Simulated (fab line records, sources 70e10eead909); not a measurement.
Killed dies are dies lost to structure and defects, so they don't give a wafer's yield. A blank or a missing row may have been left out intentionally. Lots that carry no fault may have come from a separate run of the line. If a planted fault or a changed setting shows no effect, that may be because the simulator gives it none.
Matching of chambers || flow nand-harc || NHARC_P_M0_STRIP_18 on rie-diel-12 has 4 sister chambers
The step strips in N2/H2. 18 wafers are shown with their chamber, then 9 later ones without.

## WAFERS, EACH WITH ITS CHAMBER
{"wafer": "L076.3", "chamber": 3, "drypump-motor-current-A (A)": 6.0, "throttle-valve-pct (%)": 14.168, "oes-product-au (a.u.)": 1.009}
{"wafer": "L076.5", "chamber": 3, "drypump-motor-current-A (A)": 5.9, "throttle-valve-pct (%)": 14.191, "oes-product-au (a.u.)": 1.011}
{"wafer": "L076.6", "chamber": 1, "drypump-motor-current-A (A)": 5.2, "throttle-valve-pct (%)": 14.179, "oes-product-au (a.u.)": 1.001}
{"wafer": "L083.1", "chamber": 2, "drypump-motor-current-A (A)": 5.4, "throttle-valve-pct (%)": 14.182, "oes-product-au (a.u.)": 1.000}
{"wafer": "L083.2", "chamber": 0, "drypump-motor-current-A (A)": 6.5, "throttle-valve-pct (%)": 14.177, "oes-product-au (a.u.)": 1.001}
{"wafer": "L083.4", "chamber": 3, "drypump-motor-current-A (A)": 5.9, "throttle-valve-pct (%)": 14.167, "oes-product-au (a.u.)": 1.001}
{"wafer": "L086.3", "chamber": 3, "drypump-motor-current-A (A)": 6.0, "throttle-valve-pct (%)": 14.174, "oes-product-au (a.u.)": 1.000}
{"wafer": "L086.4", "chamber": 2, "drypump-motor-current-A (A)": 5.4, "throttle-valve-pct (%)": 14.159, "oes-product-au (a.u.)": 0.997}
{"wafer": "L086.6", "chamber": 1, "drypump-motor-current-A (A)": 5.2, "throttle-valve-pct (%)": 14.177, "oes-product-au (a.u.)": 0.995}
{"wafer": "L087.1", "chamber": 1, "drypump-motor-current-A (A)": 5.2, "throttle-valve-pct (%)": 14.173, "oes-product-au (a.u.)": 0.992}
{"wafer": "L087.2", "chamber": 3, "drypump-motor-current-A (A)": 5.9, "throttle-valve-pct (%)": 14.158, "oes-product-au (a.u.)": 0.998}
{"wafer": "L087.4", "chamber": 0, "drypump-motor-current-A (A)": 6.5, "throttle-valve-pct (%)": 14.187, "oes-product-au (a.u.)": 0.985}
{"wafer": "L093.3", "chamber": 2, "drypump-motor-current-A (A)": 5.4, "throttle-valve-pct (%)": 14.163, "oes-product-au (a.u.)": 1.006}
{"wafer": "L093.4", "chamber": 1, "drypump-motor-current-A (A)": 5.2, "throttle-valve-pct (%)": 14.166, "oes-product-au (a.u.)": 1.016}
{"wafer": "L093.5", "chamber": 2, "drypump-motor-current-A (A)": 5.4, "throttle-valve-pct (%)": 14.157, "oes-product-au (a.u.)": 1.000}
{"wafer": "L094.3", "chamber": 1, "drypump-motor-current-A (A)": 5.2, "throttle-valve-pct (%)": 14.185, "oes-product-au (a.u.)": 0.998}
{"wafer": "L094.4", "chamber": 0, "drypump-motor-current-A (A)": 6.5, "throttle-valve-pct (%)": 14.172, "oes-product-au (a.u.)": 0.998}
{"wafer": "L094.6", "chamber": 1, "drypump-motor-current-A (A)": 5.2, "throttle-valve-pct (%)": 14.196, "oes-product-au (a.u.)": 1.002}

SIGNATURES, as means of the wafers listed above
{"reading": "drypump-motor-current-A", "chamber 0": 6.500, "chamber 1": 5.200, "chamber 2": 5.400, "chamber 3": 5.940, "scatter within a chamber": 0.0293}
{"reading": "throttle-valve-pct", "chamber 0": 14.17867, "chamber 1": 14.17933, "chamber 2": 14.16525, "chamber 3": 14.17160, "scatter within a chamber": 0.0108}
{"reading": "oes-product-au", "chamber 0": 0.99467, "chamber 1": 1.00067, "chamber 2": 1.00075, "chamber 3": 1.00380, "scatter within a chamber": 0.00694}
Rule: a wafer lies at a distance from a chamber equal to the root of the sum of squares, over the readings, of (its reading less the chamber's mean, divided by the reading's scatter). If the next closest chamber is less than 2 further off than the closest, the wafer can't be placed; otherwise it belongs to the closest. The scatter: take each reading less its chamber's mean, square it, sum over the shown wafers, divide by the number of wafers less the number of chambers, and take the root.

## WAFERS WHOSE CHAMBER IS MISSING
{"wafer": "L095.1", "drypump-motor-current-A (A)": 6.5, "throttle-valve-pct (%)": 14.178, "oes-product-au (a.u.)": 1.003}
{"wafer": "L095.2", "drypump-motor-current-A (A)": 5.9, "throttle-valve-pct (%)": 14.172, "oes-product-au (a.u.)": 1.001}
{"wafer": "L095.3", "drypump-motor-current-A (A)": 5.4, "throttle-valve-pct (%)": 14.157, "oes-product-au (a.u.)": 1.006}
{"wafer": "L095.4", "drypump-motor-current-A (A)": 5.2, "throttle-valve-pct (%)": 14.163, "oes-product-au (a.u.)": 1.005}
{"wafer": "L095.5", "drypump-motor-current-A (A)": 5.2, "throttle-valve-pct (%)": 14.183, "oes-product-au (a.u.)": 1.002}
{"wafer": "L095.6", "drypump-motor-current-A (A)": 5.4, "throttle-valve-pct (%)": 14.188, "oes-product-au (a.u.)": 1.003}
{"wafer": "L097.1", "drypump-motor-current-A (A)": 6.0, "throttle-valve-pct (%)": 14.179, "oes-product-au (a.u.)": 0.990}
{"wafer": "L097.3", "drypump-motor-current-A (A)": 5.2, "throttle-valve-pct (%)": 14.174, "oes-product-au (a.u.)": 0.999}
{"wafer": "L097.4", "drypump-motor-current-A (A)": 5.4, "throttle-valve-pct (%)": 14.172, "oes-product-au (a.u.)": 1.000}

## EACH ONE'S CHAMBER
{"wafer": "L095.1", "from the rows above": 0, "in truth": 0}
{"wafer": "L095.2", "from the rows above": 3, "in truth": 3}
{"wafer": "L095.3", "from the rows above": 2, "in truth": 2}
{"wafer": "L095.4", "from the rows above": 1, "in truth": 1}
{"wafer": "L095.5", "from the rows above": 1, "in truth": 1}
{"wafer": "L095.6", "from the rows above": 2, "in truth": 2}
{"wafer": "L097.1", "from the rows above": 3, "in truth": 3}
{"wafer": "L097.3", "from the rows above": 1, "in truth": 1}
{"wafer": "L097.4", "from the rows above": 2, "in truth": 2}
Correctly placed: 9 of 9. Not placeable from these rows: 0. 0 placed wrongly.
